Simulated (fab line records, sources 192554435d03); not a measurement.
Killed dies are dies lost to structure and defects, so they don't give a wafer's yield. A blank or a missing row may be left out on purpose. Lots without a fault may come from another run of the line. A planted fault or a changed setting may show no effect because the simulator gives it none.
Which tool did it? | flow n5_finfet | 14 lots, 40 wafers sampled, at 4 steps of a route of 1938

WHAT THE GAUGES READ, wafer by wafer
N5_BEOL_M15_RC_MEAS_101. Usual: COMB_M10 1.5e-11 S/m, standard deviation 3.3e-12; COMB_M11 1.46e-11 S/m, standard deviation 2.8e-12; COMB_M12 7e-12 S/m, standard deviation 1.5e-12; COMB_M13 5.4e-12 S/m, standard deviation 1.1e-12; COMB_M14 3.9e-12 S/m, standard deviation 1e-12; COMB_M15 3e-12 S/m, standard deviation 8e-13; COMB_M5 3.6e-11 S/m, standard deviation 7.3e-12; COMB_M6 2.7e-11 S/m, standard deviation 4.4e-12; COMB_M7 2.6e-11 S/m, standard deviation 5.2e-12; COMB_M8 2.7e-11 S/m, standard deviation 5.3e-12; COMB_M9 1.52e-11 S/m, standard deviation 2.9e-12; SERP_M10 3.00 ohm/um, standard deviation 0.11; SERP_M11 3.12 ohm/um, standard deviation 0.096; SERP_M12 0.636 ohm/um, standard deviation 0.021; SERP_M12_max_site 0.649 ohm/um, standard deviation 0.023; SERP_M13 0.312 ohm/um, standard deviation 0.0068; SERP_M14 0.159 ohm/um, standard deviation 0.0059; SERP_M14_max_site 0.161 ohm/um, standard deviation 0.0061; SERP_M5 39.4 ohm/um, standard deviation 1.8; SERP_M6 13.6 ohm/um, standard deviation 0.64; SERP_M7 14.1 ohm/um, standard deviation 0.64; SERP_M8 14.0 ohm/um, standard deviation 0.79; SERP_M8_max_site 14.6 ohm/um, standard deviation 0.86; SERP_M9 3.09 ohm/um, standard deviation 0.09.
lot  | measured     | on        | COMB_M10 (S/m)          | COMB_M11 (S/m)             | COMB_M12 (S/m)           | COMB_M13 (S/m)          | COMB_M14 (S/m)          | COMB_M15 (S/m)          | COMB_M5 (S/m)           | COMB_M6 (S/m)           | COMB_M7 (S/m)           | COMB_M8 (S/m)           | COMB_M9 (S/m)              | SERP_M10 (ohm/um) | SERP_M11 (ohm/um) | SERP_M12 (ohm/um) | SERP_M12_max_site (ohm/um) | SERP_M13 (ohm/um) | SERP_M14 (ohm/um) | SERP_M14_max_site (ohm/um) | SERP_M5 (ohm/um) | SERP_M6 (ohm/um) | SERP_M7 (ohm/um) | SERP_M8 (ohm/um) | SERP_M8_max_site (ohm/um) | SERP_M9 (ohm/um) | flag
L349 | day 10 23:56 | prober-02 | 1.9e-11 1.5e-11 1e-11   | 1.37e-11 1.6e-11 1.29e-11  | 9.3e-12 7.6e-12 6.9e-12  | 7.2e-12 6.3e-12 6.1e-12 | 4.8e-12 4.3e-12 5.6e-12 | 3.9e-12 3.8e-12 3.3e-12 | 3.6e-11 4.3e-11 3.6e-11 | 2.4e-11 2.5e-11 2.4e-11 | 2.6e-11 3e-11 2.8e-11   | 3.7e-11 1.9e-11 2e-11   | 1.69e-11 1.48e-11 1.75e-11 | 3.03 2.94 3.08    | 3.15 3.11 3.11    | 0.589 0.614 0.644 | 0.594 0.628 0.662          | 0.304 0.310 0.310 | 0.170 0.173 0.151 | 0.172 0.175 0.153          | 44.0 39.9 40.5   | 14.0 13.7 13.4   | 14.0 14.2 14.0   | 13.8 13.8 13.6   | 15.0 14.5 14.6            | 3.17 3.10 3.03   |
L351 | day 11 17:53 | prober-01 | 1.2e-11 1.1e-11 1.2e-11 | 1.29e-11 1.09e-11 1.05e-11 | 4.4e-12 7.4e-12 4.1e-12  | 5.5e-12 5.5e-12 4e-12   | 2.4e-12 2.9e-12 2e-12   | 1.8e-12 2e-12 2.4e-12   | 2.8e-11 2.7e-11 3e-11   | 2.3e-11 1.8e-11 2.6e-11 | 3.3e-11 2.4e-11 3.1e-11 | 2.5e-11 2.5e-11 1.8e-11 | 1.54e-11 1.82e-11 9.9e-12  | 3.12 2.77 2.86    | 3.04 3.26 3.12    | 0.648 0.676 0.650 | 0.660 0.690 0.665          | 0.306 0.311 0.307 | 0.152 0.154 0.164 | 0.154 0.155 0.166          | 39.3 41.2 39.7   | 13.6 14.4 13.1   | 14.3 14.5 13.3   | 14.8 13.6 14.1   | 15.8 14.2 14.5            | 3.19 3.03 3.16   |
L352 | day 12 08:46 | prober-01 | 1.7e-11 1.2e-11 1.6e-11 | 1.48e-11 1.34e-11 1.3e-11  | 6e-12 6.8e-12 4.9e-12    | 4.8e-12 4e-12 5.4e-12   | 4.6e-12 4.4e-12 2.6e-12 | 2.1e-12 1.7e-12 2.1e-12 | 4.2e-11 3e-11 3e-11     | 2.9e-11 2.7e-11 3.9e-11 | 2.4e-11 2.2e-11 1.6e-11 | 2.5e-11 2.2e-11 2.2e-11 | 1.82e-11 1.45e-11 1.82e-11 | 3.11 2.93 3.08    | 3.08 3.26 3.01    | 0.644 0.623 0.642 | 0.663 0.634 0.647          | 0.313 0.308 0.310 | 0.151 0.149 0.153 | 0.153 0.150 0.156          | 35.7 39.4 40.1   | 12.9 14.8 13.1   | 13.6 14.6 14.2   | 14.1 14.6 14.2   | 15.2 15.1 14.6            | 3.06 2.95 3.07   |
L353 | day 12 18:26 | prober-02 | 1.5e-11 1.5e-11 1.3e-11 | 1.67e-11 1.66e-11 1.63e-11 | 8.3e-12 8.6e-12 6.9e-12  | 5.5e-12 4.8e-12 6.5e-12 | 6.8e-12 4.7e-12 3.9e-12 | 3.4e-12 3.4e-12 3.4e-12 | 3.2e-11 3.2e-11 3e-11   | 2.4e-11 3e-11 2.6e-11   | 2.6e-11 2e-11 2.6e-11   | 2.4e-11 2.2e-11 2.6e-11 | 1.65e-11 1.74e-11 1.17e-11 | 3.13 2.82 3.06    | 3.14 3.24 3.14    | 0.643 0.646 0.600 | 0.653 0.675 0.615          | 0.314 0.315 0.324 | 0.157 0.161 0.167 | 0.158 0.162 0.169          | 40.4 39.3 38.3   | 13.0 13.7 14.1   | 12.7 13.4 13.5   | 12.8 14.1 13.5   | 13.1 15.4 13.7            | 2.97 3.12 3.06   |
L354 | day 12 19:16 | prober-01 | 1.6e-11 1.4e-11 1.3e-11 | 1.23e-11 1.78e-11 8.7e-12  | 6.3e-12 6e-12 5.1e-12    | 4.9e-12 4.9e-12 3.5e-12 | 2.2e-12 3.6e-12 4.6e-12 | 1.8e-12 3e-12 2.6e-12   | 2.1e-11 2.9e-11 3.5e-11 | 2.7e-11 2.6e-11 2.4e-11 | 2.5e-11 3.1e-11 2e-11   | 2.8e-11 2.7e-11 2.1e-11 | 1.55e-11 1.09e-11 1.32e-11 | 2.93 2.84 3.09    | 3.05 3.24 3.11    | 0.633 0.642 0.639 | 0.642 0.649 0.648          | 0.310 0.311 0.312 | 0.158 0.171 0.172 | 0.160 0.173 0.174          | 39.3 40.5 38.6   | 14.5 13.5 12.5   | 14.5 15.1 13.1   | 13.3 14.1 14.3   | 14.0 14.4 14.8            | 3.09 3.20 3.12   |
L355 | day 13 03:22 | prober-01 | 1.1e-11 1.2e-11 1.3e-11 | 1.72e-11 1.73e-11 1.95e-11 | 4.6e-12 6.6e-12 5.8e-12  | 3.4e-12 4.6e-12 4.6e-12 | 3.1e-12 2.8e-12 3.5e-12 | 2.9e-12 3e-12 3.4e-12   | 3.8e-11 4.2e-11 2.8e-11 | 2.4e-11 3e-11 2.3e-11   | 1.8e-11 2.9e-11 2.2e-11 | 3e-11 3e-11 1.9e-11     | 1.55e-11 1.28e-11 1.67e-11 | 2.90 3.16 2.98    | 2.91 2.98 3.08    | 0.594 0.646 0.607 | 0.612 0.673 0.620          | 0.305 0.304 0.305 | 0.151 0.149 0.161 | 0.154 0.150 0.162          | 42.2 38.7 41.2   | 13.7 13.8 13.3   | 14.2 15.3 13.9   | 13.1 13.3 13.3   | 14.0 14.1 14.2            | 3.23 3.09 3.09   |
L359 | day 13 20:33 | prober-02 | 1.8e-11 1.6e-11         | 1.41e-11 1.2e-11           | 6.7e-12 7e-12            | 6.3e-12 6.7e-12         | 4.2e-12 4e-12           | 4.8e-12 3.4e-12         | 5.5e-11 3.9e-11         | 2.8e-11 3.6e-11         | 2e-11 2.8e-11           | 3.1e-11 3e-11           | 1.36e-11 1.38e-11          | 2.92 2.96         | 3.11 3.16         | 0.646 ~1538.5     | 0.655 ~1538.5              | 0.323 0.302       | 0.172 0.157       | 0.176 0.159                | 36.1 38.3        | 16.0 13.7        | 14.2 13.4        | 15.4 13.4        | 16.0 14.0                 | 2.97 3.19        |
L362 | day 15 06:19 | prober-01 | 1.6e-11 1.4e-11         | 1.98e-11 1.25e-11          | 6.8e-12 6.6e-12          | 3.8e-12 3.3e-12         | 2.8e-12 3e-12           | 2.1e-12 2e-12           | 3.9e-11 3.2e-11         | 2.2e-11 2.6e-11         | 2.4e-11 2.6e-11         | 2.8e-11 2.8e-11         | 1.68e-11 1.63e-11          | 2.95 2.90         | 2.98 3.10         | 0.628 0.623       | 0.647 ~1538.5              | 0.310 0.319       | 0.158 0.161       | 0.160 0.162                | 42.2 41.1        | 12.9 12.9        | 14.9 14.1        | 14.1 12.4        | 15.4 12.6                 | 3.18 3.13        |
L366 | day 15 21:44 | prober-02 | 1.3e-11 1.3e-11 1.3e-11 | 1.5e-11 1.27e-11 1.33e-11  | 6.2e-12 1.04e-11 8.3e-12 | 6.2e-12 5.4e-12 4.9e-12 | 5e-12 4e-12 5.7e-12     | 3e-12 3.6e-12 3.4e-12   | 2.7e-11 3.4e-11 2.6e-11 | 2.5e-11 2.4e-11 2.1e-11 | 2.6e-11 2.9e-11 4e-11   | 2.1e-11 2.7e-11 2.7e-11 | 1.46e-11 1.19e-11 1.33e-11 | 2.90 3.02 3.09    | 3.27 3.00 3.13    | 0.631 0.630 0.627 | 0.652 0.646 0.651          | 0.303 0.322 0.299 | 0.157 0.163 0.163 | 0.159 0.165 0.164          | 37.6 37.7 38.1   | 13.7 12.8 13.1   | 14.3 12.9 14.5   | 13.8 14.3 14.2   | 14.2 14.9 15.2            | 2.99 2.91 2.99   |
L368 | day 16 08:53 | prober-01 | 1.5e-11 1.4e-11 1.3e-11 | 1.11e-11 1.23e-11 1.1e-11  | 6.5e-12 5.7e-12 5.8e-12  | 5.6e-12 7.8e-12 4.5e-12 | 2.6e-12 3.5e-12 2.4e-12 | 2.4e-12 2.7e-12 3e-12   | 2.9e-11 4.2e-11 3.3e-11 | 2.6e-11 3e-11 2.6e-11   | 1.9e-11 3e-11 2.8e-11   | 2.1e-11 2.8e-11 2.5e-11 | 1.35e-11 1.29e-11 1.53e-11 | 3.00 2.82 2.98    | 2.95 3.09 3.04    | 0.637 0.638 0.618 | 0.649 0.656 0.638          | 0.315 0.322 0.312 | 0.159 0.165 0.158 | 0.161 0.167 0.160          | 37.6 36.4 41.2   | 13.7 13.0 13.8   | 15.1 14.4 14.4   | 13.3 14.5 13.9   | 13.7 15.0 14.8            | 3.06 3.26 3.10   |
L369 | day 16 15:39 | prober-01 | 1.8e-11 1.5e-11 1.1e-11 | 1.4e-11 1.02e-11 1.73e-11  | 7.2e-12 6.2e-12 6.7e-12  | 3.1e-12 3.2e-12 4.9e-12 | 3.6e-12 3.3e-12 3.5e-12 | 1.9e-12 2.6e-12 2.8e-12 | 4.1e-11 3.1e-11 3.7e-11 | 2.9e-11 3e-11 3.1e-11   | 1.8e-11 2.5e-11 2.2e-11 | 1.6e-11 3.4e-11 2.3e-11 | 1.59e-11 1e-11 1.43e-11    | 3.06 2.96 2.86    | 3.27 3.14 3.28    | 0.665 0.644 0.653 | 0.683 0.656 0.672          | 0.305 0.312 0.310 | 0.162 0.154 0.158 | 0.164 0.155 0.161          | 39.8 38.6 38.9   | 14.0 13.2 13.3   | 14.1 15.0 12.7   | 14.8 13.5 13.6   | 15.5 14.0 13.9            | 3.18 3.13 3.02   |
L370 | day 16 19:46 | prober-02 | 1.8e-11 2.5e-11 1.6e-11 | 1.65e-11 2.02e-11 1.33e-11 | 9.3e-12 1.19e-11 8.8e-12 | 4.6e-12 5.9e-12 6.2e-12 | 4.5e-12 4.6e-12 4.2e-12 | 3.9e-12 3.5e-12 3.7e-12 | 5.9e-11 3.9e-11 4.1e-11 | 2.2e-11 2.4e-11 3.1e-11 | 1.8e-11 2.2e-11 1.7e-11 | 2.3e-11 2.6e-11 2.5e-11 | 1.73e-11 1.6e-11 2.07e-11  | 3.01 2.93 2.89    | 3.15 3.01 3.03    | 0.613 0.641 0.626 | 0.618 0.649 0.635          | 0.310 0.307 0.313 | 0.159 0.157 0.160 | 0.160 0.158 0.162          | 42.7 40.8 43.8   | 14.1 12.0 13.8   | 14.3 13.4 15.0   | 13.1 14.2 14.1   | 13.9 14.9 15.0            | 3.11 3.09 3.04   |
L371 | day 17 04:56 | prober-02 | 1.7e-11 1.2e-11 1.7e-11 | 1.44e-11 1.68e-11 1.72e-11 | 8.6e-12 7.9e-12 8.2e-12  | 5.8e-12 6.9e-12 6.2e-12 | 4.4e-12 4.9e-12 4.2e-12 | 4e-12 3.8e-12 3.6e-12   | 5.8e-11 3.9e-11 3.9e-11 | 2.8e-11 2.6e-11 2.7e-11 | 3.8e-11 3.5e-11 3.6e-11 | 2.3e-11 2.5e-11 2.6e-11 | 1.48e-11 1.24e-11 1.11e-11 | 2.97 2.86 2.87    | 3.05 3.06 3.12    | 0.640 0.641 0.618 | 0.648 0.652 0.635          | 0.326 0.308 0.322 | 0.161 0.159 0.162 | 0.162 0.160 0.165          | 40.2 40.1 38.7   | 14.4 13.8 14.1   | 13.8 13.8 13.9   | 14.1 13.7 13.0   | 14.6 14.0 13.5            | 3.08 2.97 3.18   |
L372 | day 17 17:37 | prober-01 | 1.6e-11 1.2e-11 1.1e-11 | 1.02e-11 1.11e-11 1.11e-11 | 4.8e-12 6.4e-12 8.9e-12  | 3.1e-12 4.9e-12 4.4e-12 | 4e-12 2.1e-12 3.1e-12   | 1.7e-12 2.3e-12 1.5e-12 | 3.6e-11 3.8e-11 3.5e-11 | 2.2e-11 2.1e-11 2.8e-11 | 2.9e-11 2.1e-11 2.9e-11 | 3.6e-11 2.3e-11 2.3e-11 | 1.6e-11 9.8e-12 1.23e-11   | 3.07 3.11 3.07    | 3.27 3.11 3.18    | 0.610 0.626 0.637 | 0.616 0.650 0.648          | 0.311 0.308 0.324 | 0.151 0.161 0.153 | 0.152 0.162 0.155          | 41.0 42.4 38.1   | 13.3 13.3 14.3   | 14.4 14.9 13.9   | 14.3 14.5 13.5   | 14.9 15.0 14.0            | 2.98 3.19 3.09   |

WHICH TOOL RAN EACH LOT (tool, then ch and the chambers of the sampled wafers, then the start)
lot  | N5_BEOL_M12_SPUTTER_45       | N5_BEOL_M15_STRIP_36               | N5_BEOL_M15_SPUTTER_45
L349 | pvd_sputter-01, day 10 04:59 | rie_diel-05 ch 1,2,3, day 10 21:59 | pvd_sputter-01, day 10 22:47
L351 | pvd_sputter-01, day 11 01:21 | rie_diel-06 ch 2,3, day 11 15:17   | pvd_sputter-01, day 11 15:59
L352 | pvd_sputter-01, day 11 08:22 | rie_diel-05 ch 0,1,3, day 12 06:54 | pvd_sputter-02, day 12 07:31
L353 | pvd_sputter-03, day 11 16:16 | rie_diel-05 ch 0,2, day 12 15:56   | pvd_sputter-03, day 12 16:53
L354 | pvd_sputter-02, day 11 23:43 | rie_diel-02 ch 0,1, day 12 17:27   | pvd_sputter-01, day 12 18:07
L355 | pvd_sputter-03, day 12 02:25 | rie_diel-06 ch 0,1,3, day 13 00:55 | pvd_sputter-01, day 13 01:31
L359 | pvd_sputter-03, day 13 00:47 | rie_diel-05 ch 1,2, day 13 16:42   | pvd_sputter-01, day 13 17:28
L362 | pvd_sputter-03, day 14 02:48 | rie_diel-02 ch 1,3, day 15 03:19   | pvd_sputter-01, day 15 04:08
L366 | pvd_sputter-01, day 14 21:39 | rie_diel-06 ch 2,3, day 15 18:32   | pvd_sputter-01, day 15 19:22
L368 | pvd_sputter-02, day 15 11:47 | rie_diel-06 ch 2,3, day 16 06:26   | pvd_sputter-03, day 16 07:45
L369 | pvd_sputter-01, day 15 19:44 | rie_diel-02 ch 1,3, day 16 13:42   | pvd_sputter-02, day 16 14:20
L370 | pvd_sputter-01, day 15 23:21 | rie_diel-05 ch 1,3, day 16 17:46   | pvd_sputter-01, day 16 18:38
L371 | pvd_sputter-02, day 16 08:22 | rie_diel-06 ch 1,3, day 17 02:53   | pvd_sputter-02, day 17 03:37
L372 | pvd_sputter-01, day 16 14:17 | rie_diel-05 ch 0,1,2, day 17 15:02 | pvd_sputter-03, day 17 15:55
- N5_BEOL_M12_SPUTTER_45: material Cu, target thk 80 nm, time 13.33 s.
- N5_BEOL_M15_STRIP_36: strips in O2.
- N5_BEOL_M15_SPUTTER_45: material Cu, target thk 100 nm, time 16.67 s.

WHAT THE TOOLS THEMSELVES READ (means of the sampled wafers that have a number; where no wafer has one, the mark that the record gives instead)
N5_BEOL_M12_SPUTTER_45. Usual: substrate_temp_c -20.00 C, standard deviation 0.11; throttle_valve_pct 29.7 %, standard deviation 0.89.
lot  | tool           | substrate_temp_c (C) | throttle_valve_pct (%) | flag
L349 | pvd_sputter-01 | -19.89               | 29.8                   |
L351 | pvd_sputter-01 | -20.06               | 30.3                   |
L352 | pvd_sputter-01 | -19.99               | 29.4                   |
L353 | pvd_sputter-03 | -20.04               | 29.8                   |
L354 | pvd_sputter-02 | -19.96               | 29.6                   |
L355 | pvd_sputter-03 | -20.02               | 30.1                   |
L359 | pvd_sputter-03 | -19.92               | 29.6                   |
L362 | pvd_sputter-03 | -19.89               | 30.6                   |
L366 | pvd_sputter-01 | -20.12               | 29.9                   |
L368 | pvd_sputter-02 | -19.92               | 29.7                   |
L369 | pvd_sputter-01 | -20.09               | 30.2                   |
L370 | pvd_sputter-01 | -19.91               | 30.1                   |
L371 | pvd_sputter-02 | -20.07               | 29.0                   |
L372 | pvd_sputter-01 | -20.08               | 30.4                   |

N5_BEOL_M15_STRIP_36. Usual: drypump_motor_current_A 5.5 A, standard deviation 0.41; oes_product_au 0.79 a.u., standard deviation 0.057; rf_vpp_V 3.6 V, standard deviation 0.94; showerhead_plenum_p_Torr 2.10 Torr, standard deviation 0.087; temp_c 59.98 C, standard deviation 0.13; throttle_valve_pct 16.60 %, standard deviation 0.16.
lot  | tool        | drypump_motor_current_A (A) | oes_product_au (a.u.) | rf_vpp_V (V) | showerhead_plenum_p_Torr (Torr) | temp_c (C) | throttle_valve_pct (%) | flag
L349 | rie_diel-05 | 5.4                         | 0.83                  | 3.6          | 2.16                            | 60.06      | 16.59                  |
L351 | rie_diel-06 | 5.6                         | 0.79                  | 3.6          | 2.13                            | 59.97      | 16.60                  |
L352 | rie_diel-05 | 5.7                         | 0.81                  | 3.5          | 2.13                            | 59.91      | 16.65                  |
L353 | rie_diel-05 | 5.4                         | 0.80                  | 3.6          | 2.18                            | 60.00      | 16.57                  |
L354 | rie_diel-02 | 5.3                         | 0.73                  | 4.4          | 2.05                            | 60.03      | 16.64                  |
L355 | rie_diel-06 | 5.4                         | 0.86                  | 5.2          | 2.03                            | 60.00      | 16.36                  |
L359 | rie_diel-05 | 5.4                         | 0.81                  | 3.5          | 2.17                            | 59.88      | 16.66                  |
L362 | rie_diel-02 | 5.8                         | 0.73                  | 4.2          | 2.07                            | 60.21      | 16.54                  |
L366 | rie_diel-06 | 5.6                         | 0.77                  | 4.3          | 2.11                            | 59.87      | 16.66                  |
L368 | rie_diel-06 | 5.7                         | 0.76                  | 3.6          | 2.01                            | 59.75      | 16.54                  |
L369 | rie_diel-02 | 5.8                         | 0.72                  | 3.5          | 2.03                            | 60.06      | 16.52                  |
L370 | rie_diel-05 | 5.4                         | 0.78                  | 4.0          | 2.12                            | 59.92      | 16.72                  |
L371 | rie_diel-06 | 5.1                         | 0.81                  | 2.9          | 2.00                            | 60.06      | 16.43                  |
L372 | rie_diel-05 | 5.7                         | 0.78                  | 2.6          | 2.14                            | 59.97      | 16.70                  |

N5_BEOL_M15_SPUTTER_45. Usual: substrate_temp_c -19.99 C, standard deviation 0.11; throttle_valve_pct 29.7 %, standard deviation 0.9.
lot  | tool           | substrate_temp_c (C) | throttle_valve_pct (%) | flag
L349 | pvd_sputter-01 | -20.02               | 29.7                   |
L351 | pvd_sputter-01 | -19.92               | 30.3                   |
L352 | pvd_sputter-02 | -19.89               | 30.3                   |
L353 | pvd_sputter-03 | -20.00               | 30.0                   |
L354 | pvd_sputter-01 | -20.01               | 29.9                   |
L355 | pvd_sputter-01 | -19.99               | 29.8                   |
L359 | pvd_sputter-01 | -20.00               | 30.5                   |
L362 | pvd_sputter-01 | -20.12               | 30.2                   |
L366 | pvd_sputter-01 | -19.93               | 29.6                   |
L368 | pvd_sputter-03 | -20.02               | 29.1                   |
L369 | pvd_sputter-02 | -20.04               | 29.8                   |
L370 | pvd_sputter-01 | -20.01               | 29.7                   |
L371 | pvd_sputter-02 | -20.15               | 29.4                   |
L372 | pvd_sputter-03 | -19.93               | 29.3                   |

THE ANSWER, worked out from the rows above alone
Rule: a lot is off if the mean of its wafers that have a number lies more than 3 standard deviations from the usual mean. A lot without any number at a reading at which 4 lots or more have one is off too. The other lots that the step has rows for count as sound. The gauges are gone through in route order, then the tools' own readings, and for those a lot's mean is taken as printed above. The first step at which some lot is off is used, and at that step the reading that is off furthest; a lot without a number counts as furthest.
No lot is off at any reading shown: from this, nothing can be told.

WHAT THE SIMULATOR HAD PUT IN
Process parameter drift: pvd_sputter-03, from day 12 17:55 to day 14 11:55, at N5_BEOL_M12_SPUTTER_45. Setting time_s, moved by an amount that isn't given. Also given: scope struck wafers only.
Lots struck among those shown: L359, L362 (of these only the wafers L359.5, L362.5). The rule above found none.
